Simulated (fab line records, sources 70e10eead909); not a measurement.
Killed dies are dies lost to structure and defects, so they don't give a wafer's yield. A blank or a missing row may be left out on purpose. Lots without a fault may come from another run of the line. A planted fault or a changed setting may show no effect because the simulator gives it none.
Chamber matching | flow nand_harc | NHARC_A_CONTACT_ETCH_75 on rie_diel-04: 4 sister chambers
The step etches the open film in CF4, target depth 39 nm, time 65 s. 16 wafers are shown with their chamber, then 8 later ones without.

WAFERS WITH THEIR CHAMBER
wafer  | chamber | drypump_motor_current_A (A) | oes_product_au (a.u.) | rf_vpp_V (V)
L421.2 | 3       | 5.93                        | 0.989                 | 151.3
L421.3 | 1       | 5.51                        | 0.994                 | 153.7
L421.6 | 0       | 5.80                        | 0.992                 | 152.5
L425.2 | 2       | 5.60                        | 0.997                 | 152.6
L425.5 | 1       | 5.52                        | 1.009                 | 152.9
L425.6 | 2       | 5.62                        | 0.999                 | 152.1
L428.2 | 1       | 5.50                        | 1.012                 | 152.6
L428.3 | 0       | 5.81                        | 0.995                 | 153.2
L428.5 | 1       | 5.49                        | 1.021                 | 152.8
L429.1 | 1       | 5.48                        | 1.011                 | 151.7
L429.4 | 3       | 5.90                        | 0.989                 | 151.9
L429.5 | 2       | 5.64                        | 1.000                 | 153.3
L433.1 | 3       | 5.94                        | 0.994                 | 152.1
L433.2 | 2       | 5.59                        | 0.998                 | 153.3
L433.6 | 2       | 5.60                        | 1.008                 | 152.9
L435.1 | 2       | 5.60                        | 1.003                 | 154.1

SIGNATURES (means of the wafers above)
reading                 | chamber 0 | chamber 1 | chamber 2 | chamber 3 | scatter within a chamber
drypump_motor_current_A | 5.8050    | 5.5000    | 5.6083    | 5.9233    | 0.0173
oes_product_au          | 0.99350   | 1.00940   | 1.00083   | 0.99067   | 0.00636
rf_vpp_V                | 152.850   | 152.740   | 153.050   | 151.767   | 0.645
Rule: a wafer's distance from a chamber is the root of the sum, over the readings, of the square of ((its reading less the chamber's mean) divided by the reading's scatter). The wafer belongs to the nearest chamber; if the next one is less than 2 further off, it can't be placed. The scatter: the root of (the sum of the squares of (reading less its chamber's mean) over the shown wafers, divided by (wafers less chambers)).

WAFERS WITHOUT THEIR CHAMBER
wafer  | drypump_motor_current_A (A) | oes_product_au (a.u.) | rf_vpp_V (V)
L435.2 | 5.81                        | 0.999                 | 151.4
L435.3 | 5.93                        | 0.995                 | 150.9
L434.2 | 5.64                        | 0.982                 | 151.8
L434.5 | 5.51                        | 0.992                 | 154.2
L438.5 | 5.51                        | 1.003                 | 153.8
L438.6 | 5.62                        | 1.004                 | 152.9
L440.1 | 5.51                        | 1.008                 | 152.2
L440.6 | 5.91                        | 0.992                 | 151.0

WHICH CHAMBER EACH WENT THROUGH
wafer  | from the rows above | in truth
L435.2 | 0                   | 0
L435.3 | 3                   | 3
L434.2 | 2                   | 2
L434.5 | 1                   | 1
L438.5 | 1                   | 1
L438.6 | 2                   | 2
L440.1 | 1                   | 1
L440.6 | 3                   | 3
Placed correctly: 8 of 8. Can't be placed from these rows: 0. Placed wrongly: 0.
